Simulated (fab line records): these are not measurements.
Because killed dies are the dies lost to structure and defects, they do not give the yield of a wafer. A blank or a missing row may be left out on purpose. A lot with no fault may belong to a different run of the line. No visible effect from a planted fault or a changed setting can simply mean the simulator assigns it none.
fab line records	flow n5-finfet
record: lots: 7	wafers: 19	last-day: 19
route steps=1938 shown BEOL_M12@1636 PASSIVATION@1936
lots untouched by any fault: they come from a run of this same line in which no faults occurred
start-h: start of the lot's first displayed wafer, in hours after the record's first day	wait-h: hours from the lot's prior step to this one	" identical to the entry in the row above	L1.1+2: several wafers, shown together as one row	- value missing, or start not given	* or withheld: withheld	< > ~ a bound
route shown NAME@n: a module of which the file shows steps, and the number in the route of the first	usual: average and standard deviation across the fault-free wafers	same: alike in all rows	chamber/n: place in a boat	sites: per-site readings	_std_site: the values' standard deviation	_edge_site: mean of outer sites minus mean of inner sites	radius-mm: how far each site lies from the wafer's centre	mask NAME#n: copy n	behind: the last tool/chamber to shape the wafer	hold: cause of the lot's hold/its duration in hours/its outcome	device: the transistor (n, p or np) that didn't switch	end of line: the tests these same wafers got at the end of their route	a step with no rows: only its recipe	killed: dies that structure and defects cost at the first sort, which is not the same as the wafer's yield	map: the dies of a wafer, with x for killed, . for not killed, _ for no die there
set.NAME: setting as actually run; set.NAME@STEP: the setting as run at that earlier step	model.NAME: the simulator's own value behind a step, which no gauge read
a table for each step, a row for each wafer; lots at some steps of the route
services: a tool's chamber out of use, with start hour (start-h, from the record's first day; less than 0 if before it), hours out, and reason
== steps ==
step: N5_BEOL_M12_ETCH_67
recipe: chemistry: CF4	target: SiARC	target-depth-a: 1430	time-s: 238.3	ion-energy-ev: 80	pressure-mtorr: 40	source-w: 545	bias-w: 36	Ar_flow_sccm: 100	cf4-flow-sccm: 100	ends: cleared
usual: drypump-motor-current-A: 5.6/0.44	etch-rf-on-time-s: 238/5.1	oes-product-au: 0.68/0.071	rf-vpp-V: 184.3/0.92	showerhead-plenum-p-Torr: 2.15/0.048	throttle-valve-pct: 15.61/0.2
lot.wafer	tool	chamber	start-h	wait-h	drypump-motor-current-A	etch-rf-on-time-s	oes-product-au	rf-hours-counter-h	rf-vpp-V	showerhead-plenum-p-Torr	throttle-valve-pct
L635.1	rie-diel-05	1	274.74	0.0	5.4	238	0.61	204	183.4	2.11	15.88
L635.4	"	2	"	"	5.5	249	0.56	249	184.7	2.12	15.78
L635.6	"	1	"	"	5.4	240	0.61	-	183.6	2.11	15.88
L640.2	rie-diel-06	2	299.64	0.0	6.3	247	0.57	242	183.9	2.11	15.85
L640.3	"	1	"	"	5.7	238	0.69	77	184.6	2.18	15.48
L640.4	"	3	"	"	5.8	239	0.60	216	183.3	2.11	15.75
L641.3	rie-diel-02	0	306.38	0.0	5.2	234	0.78	17	184.7	2.19	15.53
L641.4	"	1	"	"	5.0	243	0.82	1	182.1	2.10	15.26
L641.6	"	3	"	"	6.3	233	0.73	-	185.1	2.25	15.55
L651.2	rie-diel-02	1	353.23	0.0	5.0	245	0.77	19	183.3	2.09	15.28
L651.3	"	0	"	"	5.2	235	0.74	34	184.1	2.18	15.59
L651.5	"	3	"	"	6.4	237	0.69	-	186.3	2.24	15.59
L648.1	rie-diel-05	1	354.70	0.0	5.4	237	0.60	235	184.6	2.10	15.96
L648.2	"	0	"	"	6.2	247	0.57	236	183.3	2.11	15.91
L650.1	rie-diel-05	2	371.43	0.0	5.5	239	0.77	27	184.0	2.11	15.33
L650.2	"	1	"	"	5.4	237	0.59	242	182.8	2.10	15.94
L656.2	rie-diel-05	3	418.90	0.0	5.3	229	0.68	118	183.6	2.14	15.52
L656.5	"	1	"	"	5.4	237	0.58	-	184.4	2.10	15.99
L656.6	"	3	"	"	5.4	229	0.67	-	185.5	2.14	15.49
step: N5_BEOL_M12_ETCH_68
recipe: chemistry: N2/H2	target: SOC	mask-material: SiARC	source-w: 3000	bias-w: 350	temp-c: 40	time-s: 285	ion-energy-ev: 200	pressure-mtorr: 30	n2-flow-sccm: 200	h2-flow-sccm: 200
usual: drypump-motor-current-A: 5.7/0.44	oes-product-au: 0.79/0.085	rf-vpp-V: 524.3/1.8	showerhead-plenum-p-Torr: 2.55/0.056	throttle-valve-pct: 17.75/0.22
lot.wafer	tool	chamber	start-h	wait-h	drypump-motor-current-A	oes-product-au	rf-hours-counter-h	rf-vpp-V	showerhead-plenum-p-Torr	throttle-valve-pct
L635.1	rie-diel-05	1	274.89	0.1	5.4	0.72	204	523.1	2.52	18.05
L635.4	"	2	"	"	5.5	0.66	249	522.2	2.51	17.82
L635.6	"	1	"	"	5.4	0.72	-	522.7	2.52	18.04
L640.2	rie-diel-06	2	299.78	0.1	6.3	0.68	242	523.8	2.49	17.88
L640.3	"	1	"	"	5.8	0.81	77	524.5	2.60	17.71
L640.4	"	3	"	"	5.8	0.69	216	521.0	2.49	17.78
L641.3	rie-diel-02	0	306.52	0.1	5.2	0.89	17	524.2	2.59	17.63
L641.4	"	1	"	"	5.0	0.97	2	523.6	2.49	17.42
L641.6	"	3	"	"	6.4	0.84	-	527.9	2.66	17.45
L651.2	rie-diel-02	1	353.38	0.1	5.0	0.92	19	522.1	2.48	17.46
L651.3	"	0	"	"	5.2	0.85	34	526.1	2.58	17.66
L651.5	"	3	"	"	6.4	0.82	-	528.8	2.65	17.50
L648.1	rie-diel-05	1	354.85	0.1	5.4	0.70	235	523.2	2.51	18.07
L648.2	"	0	"	"	6.2	0.66	236	521.6	2.50	18.04
L650.1	rie-diel-05	2	371.58	0.1	5.5	0.89	27	522.8	2.50	17.43
L650.2	"	1	"	"	5.4	0.69	242	521.2	2.50	18.12
L656.2	rie-diel-05	3	419.04	0.1	5.3	0.78	118	524.6	2.57	17.91
L656.5	"	1	"	"	5.4	0.68	-	521.8	2.50	18.16
L656.6	"	3	"	"	5.3	0.78	-	525.2	2.57	17.89
step: N5_BEOL_M12_STRIP_69
recipe: chemistry: N2/H2	temp-c: 40	n2-flow-sccm: 200	h2-flow-sccm: 200	rf-frequency-hz: 6e+07
step: N5_BEOL_M12_TRENCH_ETCH_34
recipe: chemistry: C4F8/O2/Ar	target: SiOC	target-depth-a: 3189.5	mask-material: SOC	pressure-mtorr: 30	source-w: 3000	bias-w: 700	Ar_flow_sccm: 400	C4F8_flow_sccm: 15	O2_flow_sccm: 8	he-inner-torr: 15	he-outer-torr: 30	time-s: 125.5	ion-energy-ev: 250
step: N5_BEOL_M12_STRIP_70
recipe: chemistry: C4F8/O2/Ar	resist: SiARC	rf-frequency-hz: 6e+07
step: N5_BEOL_M12_OCD_MEAS_35
usual: trench-depth-nm: 319/4.8
lot.wafer	tool	chamber	start-h	wait-h	trench-depth-nm
L635.1	ocd-01	-	275.23	0.0	317
L635.4	"	-	"	"	308
L635.6	"	-	"	"	314
L640.2	ocd-02	-	300.12	0.0	317
L640.3	"	-	"	"	318
L640.4	"	-	"	"	311
L641.3	ocd-02	-	306.86	0.0	323
L641.4	"	-	"	"	324
L641.6	"	-	"	"	327
L651.2	ocd-01	-	353.72	0.0	318
L651.3	"	-	"	"	319
L651.5	"	-	"	"	321
L648.1	ocd-01	-	355.19	0.0	313
L648.2	"	-	"	"	313
L650.1	ocd-02	-	371.92	0.0	321
L650.2	"	-	"	"	315
L656.2	ocd-01	-	419.38	0.0	320
L656.5	"	-	"	"	311
L656.6	"	-	"	"	321
step: N5_BEOL_M12_STRIP_37
recipe: chemistry: N2/H2	power-w: 1000	temp-c: 250	h2-frac: 0.65	overash-fraction: 0.3	pressure-mtorr: withheld	n2-flow-sccm: 1750	h2-flow-sccm: 3250
step: N5_BEOL_M12_ETCH_38
recipe: chemistry: CF4/N2	target: SiCN	target-depth-a: 687	taper-deg: 2	time-s: 73.4	ion-energy-ev: 150	mask-material: SiO2	pressure-mtorr: 40	source-w: 430	bias-w: 70	Ar_flow_sccm: 100	cf4-flow-sccm: 60	n2-flow-sccm: 60
usual: drypump-motor-current-A: 5.7/0.45	oes-product-au: 0.81/0.086	rf-vpp-V: 382.6/1.5	showerhead-plenum-p-Torr: 2.21/0.048	throttle-valve-pct: 15.42/0.18
lot.wafer	tool	chamber	start-h	wait-h	drypump-motor-current-A	oes-product-au	rf-hours-counter-h	rf-vpp-V	showerhead-plenum-p-Torr	throttle-valve-pct
L635.1	rie-diel-02	0	276.97	-	5.2	0.93	5	384.0	2.25	15.32
L635.4	"	0	"	"	5.2	0.95	-	383.5	2.25	15.31
L635.6	"	3	"	"	6.3	0.85	-	383.7	2.32	15.33
L640.2	rie-diel-06	3	300.25	-	5.8	0.70	216	380.2	2.17	15.57
L640.3	"	2	"	"	6.3	0.67	243	381.4	2.17	15.65
L640.4	"	1	"	"	5.8	0.81	77	382.9	2.25	15.32
L641.3	rie-diel-02	1	308.80	-	5.0	0.96	2	381.7	2.17	15.09
L641.4	"	0	"	"	5.2	0.90	18	384.0	2.25	15.32
L641.6	"	0	"	"	5.2	0.91	-	382.4	2.25	15.34
L651.2	rie-diel-02	2	356.04	-	5.8	0.77	112	381.3	2.22	15.46
L651.3	"	3	"	"	6.4	0.82	87	385.4	2.31	15.40
L651.5	"	3	"	"	6.4	0.82	-	385.5	2.31	15.38
L648.1	rie-diel-06	1	358.64	-	5.7	0.77	102	382.2	2.24	15.37
L648.2	"	0	"	"	5.8	0.81	99	382.3	2.22	15.42
L650.1	rie-diel-05	3	374.58	-	5.3	0.80	101	383.4	2.22	15.35
L650.2	"	1	"	"	5.4	0.68	243	380.4	2.17	15.78
L656.2	rie-diel-06	2	419.50	-	6.3	0.94	21	380.0	2.16	15.24
L656.5	"	2	"	"	6.3	0.94	-	381.4	2.16	15.24
L656.6	"	1	"	"	5.7	0.77	-	382.4	2.23	15.40
step: N5_BEOL_M12_PRECLEAN_39
recipe: chemistry: residue-remover	time-s: 60	temp-c: 40
step: N5_BEOL_M12_SRD_40
recipe: time-s: 30	temp-c: 23	rinse-liquid: diw	dry: n2-spin	spin-rpm: 1500	dry-time-s: 30
step: N5_BEOL_M12_DEGAS_41
recipe: ambient: vacuum	temp-c: 250	time-s: 60
usual: heater-power-w: 347/41
lot.wafer	tool	chamber	start-h	wait-h	heater-power-w
L635.1	pvd-sputter-02	-	277.54	0.3	425
L635.4	"	-	"	"	296
L635.6	"	-	"	"	335
L640.2	pvd-sputter-01	-	300.75	0.3	409
L640.3	"	-	"	"	368
L640.4	"	-	"	"	361
L641.3	pvd-sputter-01	-	309.10	0.1	379
L641.4	"	-	"	"	360
L641.6	"	-	"	"	390
L651.2	pvd-sputter-01	-	358.45	2.2	370
L651.3	"	-	"	"	364
L651.5	"	-	"	"	396
L648.1	pvd-sputter-01	-	359.61	0.8	387
L648.2	"	-	"	"	315
L650.1	pvd-sputter-01	-	374.87	0.1	396
L650.2	"	-	"	"	315
L656.2	pvd-sputter-03	-	419.90	0.2	353
L656.5	"	-	"	"	328
L656.6	"	-	"	"	320
step: N5_BEOL_M12_PRE_CLEAN_42
recipe: gas: H2/He	time-s: 30	temp-c: 250
usual: heater-power-w: 348/41
lot.wafer	tool	chamber	start-h	wait-h	heater-power-w
L635.1	pvd-sputter-02	-	277.58	0.0	421
L635.4	"	-	"	"	292
L635.6	"	-	"	"	341
L640.2	pvd-sputter-01	-	300.79	0.0	387
L640.3	"	-	"	"	381
L640.4	"	-	"	"	350
L641.3	pvd-sputter-01	-	309.14	0.0	392
L641.4	"	-	"	"	371
L641.6	"	-	"	"	386
L651.2	pvd-sputter-01	-	358.49	0.0	368
L651.3	"	-	"	"	363
L651.5	"	-	"	"	394
L648.1	pvd-sputter-01	-	359.65	0.0	389
L648.2	"	-	"	"	326
L650.1	pvd-sputter-01	-	374.91	0.0	392
L650.2	"	-	"	"	319
L656.2	pvd-sputter-03	-	419.94	0.0	359
L656.5	"	-	"	"	329
L656.6	"	-	"	"	307
step: N5_BEOL_M12_SPUTTER_43
recipe: material: TaN	target-thk-a: 150	temp-c: 50	bias-v: 168.6	power-w: 15000	chamber-pressure-pa: 0.12	time-s: 24.19
usual: throttle-valve-pct: 30.1/0.94
lot.wafer	tool	chamber	start-h	wait-h	throttle-valve-pct	model.TaN_of_BEOL_M12_SPUTTER_43.thk-nm
L635.1	pvd-sputter-02	-	277.62	0.0	29.8	14.8
L635.4	"	-	"	"	29.3	14.8
L635.6	"	-	"	"	30.6	14.6
L640.2	pvd-sputter-01	-	300.83	0.0	28.9	15.2
L640.3	"	-	"	"	29.5	15.2
L640.4	"	-	"	"	30.1	15.4
L641.3	pvd-sputter-01	-	309.18	0.0	28.9	15.2
L641.4	"	-	"	"	29.9	15.4
L641.6	"	-	"	"	28.7	15.2
L651.2	pvd-sputter-01	-	358.53	0.0	29.4	20.2
L651.3	"	-	"	"	30.3	20.2
L651.5	"	-	"	"	28.7	15
L648.1	pvd-sputter-01	-	359.69	0.0	28.9	14.6
L648.2	"	-	"	"	31.9	20
L650.1	pvd-sputter-01	-	374.95	0.0	28.8	15
L650.2	"	-	"	"	32.0	20.2
L656.2	pvd-sputter-03	-	419.98	0.0	28.6	15.4
L656.5	"	-	"	"	30.0	15
L656.6	"	-	"	"	31.2	15.4
step: N5_BEOL_M12_SPUTTER_44
recipe: material: Ta	target-thk-a: 100	temp-c: 50	bias-v: 80	power-w: 15000	chamber-pressure-pa: 0.07	time-s: 16.13
step: N5_BEOL_M12_SPUTTER_45
recipe: material: Cu	target-thk-a: 800	temp-c: -20	bias-v: 60	power-w: 26000	chamber-pressure-pa: 0.13	time-s: 13.33
step: N5_BEOL_M12_ECD_47
recipe: material: Cu	target-thk-a: 7200
step: N5_BEOL_M12_ANNEAL_48
recipe: temp-c: 225	time-s: 90	ambient: N2
step: N5_BEOL_M12_CMP_49
recipe: stop-on: SiOC	t-overpolish-s: 20.6	down-force-psi: 1	platen-rpm: 50	clearing-platen-down-force-psi: 1.5	clearing-platen-rpm: 50	post-cmp-clean: cu-alkaline	target-thk-nm: 320	clearing-platen-pad-velocity-m-s: 0.99484	pad-velocity-m-s: 0.99484
usual: barrier-field-endpoint-s: 30.4/0.72	motor-current-A: 6.1/0.71	platen-rpm: 49.99/0.034	slurry-flow-ml-min: 149.9/0.49
lot.wafer	tool	chamber	start-h	wait-h	barrier-field-endpoint-s	motor-current-A	platen-rpm	slurry-flow-ml-min
L635.4	cmp-03	1	278.41	0.1	31.3	5.2	49.94	150.0
L635.1	"	2	"	"	31.0	6.0	49.99	149.2
L635.6	"	2	"	"	30.6	6.3	50.07	148.9
L640.3	cmp-01	2	301.87	0.2	31.1	5.4	49.93	150.5
L640.2	"	3	"	"	31.6	5.8	49.97	149.6
L640.4	"	0	"	"	31.0	7.3	49.99	150.3
L641.4	cmp-04	1	309.94	0.2	30.7	5.7	50.00	149.0
L641.3	"	3	"	"	30.6	6.6	50.00	149.7
L641.6	"	1	"	"	30.3	5.5	49.99	149.8
L651.3	cmp-01	0	359.35	0.2	35.5	7.5	49.99	149.1
L651.2	"	2	"	"	36.0	5.7	50.05	150.7
L651.5	"	0	"	"	28.8	7.7	49.99	150.1
L648.2	cmp-01	2	360.45	0.2	36.1	5.6	50.00	150.1
L648.1	"	3	"	"	30.6	5.3	49.96	149.8
L650.1	cmp-01	2	376.41	0.3	30.4	5.2	50.03	149.9
L650.2	"	3	"	"	37.2	5.8	50.01	149.8
L656.2	cmp-03	2	420.74	0.2	31.4	6.2	49.98	150.2
L656.5	"	1	"	"	30.8	5.0	49.99	150.2
L656.6	"	2	"	"	30.7	6.5	50.03	149.8
step: N5_BEOL_M12_THK_MEAS_50
recipe: thk-meas-gauge: xrf	reads: Cu_of_BEOL_M12_ECD_47
usual: M12_THK: 316/5.6
lot.wafer	tool	chamber	start-h	wait-h	M12_THK[nm]
L635.1	film-metro-02	-	278.71	-	316
L635.4	"	-	"	"	307
L635.6	"	-	"	"	313
L640.2	film-metro-02	-	302.17	-	316
L640.3	"	-	"	"	316
L640.4	"	-	"	"	309
L641.3	film-metro-02	-	310.20	-	321
L641.4	"	-	"	"	323
L641.6	"	-	"	"	326
L651.2	film-metro-01	-	359.64	-	314
L651.3	"	-	"	"	312
L651.5	"	-	"	"	322
L648.1	film-metro-01	-	360.71	-	311
L648.2	"	-	"	"	310
L650.1	film-metro-01	-	376.63	-	319
L650.2	"	-	"	"	308
L656.2	film-metro-01	-	421.00	-	320
L656.5	"	-	"	"	315
L656.6	"	-	"	"	321
step: N5_PASSIVATION_PROBE_49
usual: defect-limited-yield: 91.6/1.4	killed_at_M0_to_M3: 33/10	killed_at_M4_up: 13/5.3	killed-at-contacts: 13/5.9	killed-at-front-end: 36/12	killed-at-other: 4/3.1	killed-dies: 99/16	killed-open: 65/13	killed-short: 32/7.3	sort_bin_5_function: 4.9/0.9	sort_bin_6_memory: 3.1/0.66	sort-n-pass: 1081/17	sort-yield-pct: 91.6/1.4
same: gross-dies: 1180	killed-at-back-side: 0	sort_bin_4_leakage[%]: 0	sort_bin_8_speed[%]: 0
lot.wafer	tool	chamber	start-h	wait-h	defect-limited-yield[%]	killed_at_M0_to_M3	killed_at_M4_up	killed-at-contacts	killed-at-front-end	killed-at-other	killed-dies	killed-open	killed-short	sort_bin_5_function[%]	sort_bin_6_memory[%]	sort-n-pass	sort-yield-pct[%]
L650.1	prober-02	-	414.47	0.0	89.7	29	14	6	68	4	121	83	38	6.2	4.0	1059	89.7
killed by level:class
L650.1 STI_FIN_REVEAL:geometric-particle:open=27 FIN_SAQP:geometric-particle:short=9 ILD0:geometric-particle:open=6 BEOL_M3:geometric-particle:open=6 ILD0:geometric-particle:short=5 MOL_CONTACT_COAG:geometric-particle:open=5 BEOL_M4:geometric-particle:open=5 BEOL_M0_SAQP:geometric-particle:short=4
== services ==
tool	chamber	start-h	hours	kind
cmp-03	-	257.37	10.0	repair
rie-diel-02	2	274.60	2.7	repair
cmp-01	-	275.76	1.8	repair
rie-diel-05	2	276.14	-	clean
rie-diel-05	2	276.14	-	consumable-replace:focus-ring
rie-diel-05	2	276.14	16.3	scheduled-down
rie-diel-05	2	276.14	16.3	vent-cycle
cmp-04	-	314.51	2.5	repair
rie-diel-06	2	318.16	10.9	repair
cmp-01	-	331.94	3.6	pm
cmp-03	-	332.25	1.2	repair
rie-diel-02	0	359.18	8.3	repair
cmp-04	-	375.31	20.7	repair
cmp-03	-	379.25	3.6	repair
cmp-01	-	392.00	1.8	repair
rie-diel-02	0	396.89	2.6	repair
pvd-sputter-02	-	398.94	1.0	repair
rie-diel-05	0	399.21	-	clean
rie-diel-05	0	399.21	-	consumable-replace:focus-ring
rie-diel-05	0	399.21	20.1	scheduled-down
rie-diel-05	0	399.21	20.1	vent-cycle
cmp-01	-	418.24	5.0	repair
rie-diel-05	1	419.35	-	clean
rie-diel-05	1	419.35	-	consumable-replace:focus-ring
== key ==
first-sign: step: N5_BEOL_M12_CMP_49	reading: barrier-field-endpoint-s	direction: up	sigmas: 8.1	usual: 30.4	struck: 36.2
effect none on later readings
model-effect: step: N5_BEOL_M12_SPUTTER_43	value: TaN_of_BEOL_M12_SPUTTER_43.thk-nm	without: 14.95	struck: 20.15
met-at N5_BEOL_M12_SPUTTER_43
struck-wafers L648.2,L650.2,L651.2,L651.3
onset-between 309.18 358.53
fault: kind: process-parameter-drift	tool: pvd-sputter-01	chamber: -	onset-h: 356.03	steps: N5_BEOL_M12_SPUTTER_43	channel: time-s	offset: *	shape: step	end-h: 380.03	scope: struck-wafers-only	acts-in: *	stated: *
